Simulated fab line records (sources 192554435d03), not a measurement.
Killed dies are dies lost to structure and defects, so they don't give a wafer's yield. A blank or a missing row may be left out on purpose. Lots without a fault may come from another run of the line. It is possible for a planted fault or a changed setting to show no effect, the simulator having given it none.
Matching of chambers + flow n5-finfet + N5_BEOL_M11_CURE_72 on uv-cure-02: 3 sister chambers
The step cures SiCOH lowk, time 120 s. 18 wafers are shown with their chamber, then 9 later ones without.

WAFERS PAIRED WITH THEIR CHAMBERS
| wafer  | chamber | wafer_temp_C_max | lamp-power-pct (%) |
|--------|---------|------------------|--------------------|
| L079.2 | 1       | 372.0            | 52.31              |
| L079.3 | 1       | 372.5            | 52.33              |
| L079.4 | 1       | 372.0            | 52.25              |
| L084.2 | 0       | 370.9            | 52.35              |
| L084.4 | 0       | 370.7            | 52.25              |
| L084.6 | 0       | 371.1            | 52.36              |
| L082.2 | 2       | 371.3            | 52.25              |
| L082.5 | 2       | 370.8            | 52.26              |
| L082.6 | 2       | 371.0            | 52.20              |
| L087.1 | 0       | 371.2            | 52.26              |
| L087.5 | 0       | 371.0            | 52.24              |
| L087.6 | 0       | 371.5            | 52.24              |
| L092.2 | 1       | 372.1            | 52.25              |
| L092.3 | 1       | 371.9            | 52.22              |
| L092.4 | 1       | 371.9            | 52.41              |
| L090.2 | 2       | 371.2            | 52.33              |
| L090.3 | 2       | 371.4            | 52.30              |
| L090.6 | 2       | 371.0            | 52.30              |

SIGNATURES (averages over the wafers above)
| reading          | chamber 0 | chamber 1 | chamber 2 | scatter within a chamber |
|------------------|-----------|-----------|-----------|--------------------------|
| wafer_temp_C_max | 371.067   | 372.067   | 371.117   | 0.242                    |
| lamp-power-pct   | 52.2833   | 52.2950   | 52.2733   | 0.0582                   |
Rule: a wafer lies at a distance from a chamber equal to the root of the sum of squares, over the readings, of (its reading less the chamber's mean, divided by the reading's scatter). The wafer belongs to the nearest chamber; if the next one is less than 2 further off, it can't be placed. The scatter: the root of (the sum of the squares of (reading less its chamber's mean) over the shown wafers, divided by (wafers less chambers)).

WAFERS MISSING THEIR CHAMBER
| wafer  | wafer_temp_C_max | lamp-power-pct (%) |
|--------|------------------|--------------------|
| L093.1 | 372.6            | 52.28              |
| L093.2 | 371.8            | 52.32              |
| L093.5 | 372.7            | 52.36              |
| L093.3 | 371.5            | 52.28              |
| L093.4 | 372.5            | 52.37              |
| L093.6 | 372.1            | 52.28              |
| L096.1 | 370.9            | 52.32              |
| L096.3 | 370.9            | 52.29              |
| L096.4 | 371.1            | 52.31              |

WHICH CHAMBER EACH ONE RAN IN
| wafer  | from the rows above          | in truth |
|--------|------------------------------|----------|
| L093.1 | 1                            | 1        |
| L093.2 | can't be placed: 1 or 2 or 0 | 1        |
| L093.5 | 1                            | 1        |
| L093.3 | can't be placed: 2 or 0 or 1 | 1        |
| L093.4 | 1                            | 1        |
| L093.6 | 1                            | 1        |
| L096.1 | can't be placed: 0 or 2      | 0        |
| L096.3 | can't be placed: 0 or 2      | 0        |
| L096.4 | can't be placed: 0 or 2      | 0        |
Correctly placed: 4 of 9. Cannot be placed on the basis of these rows: 5; the candidates contain the true chamber in 5. 0 placed wrongly.
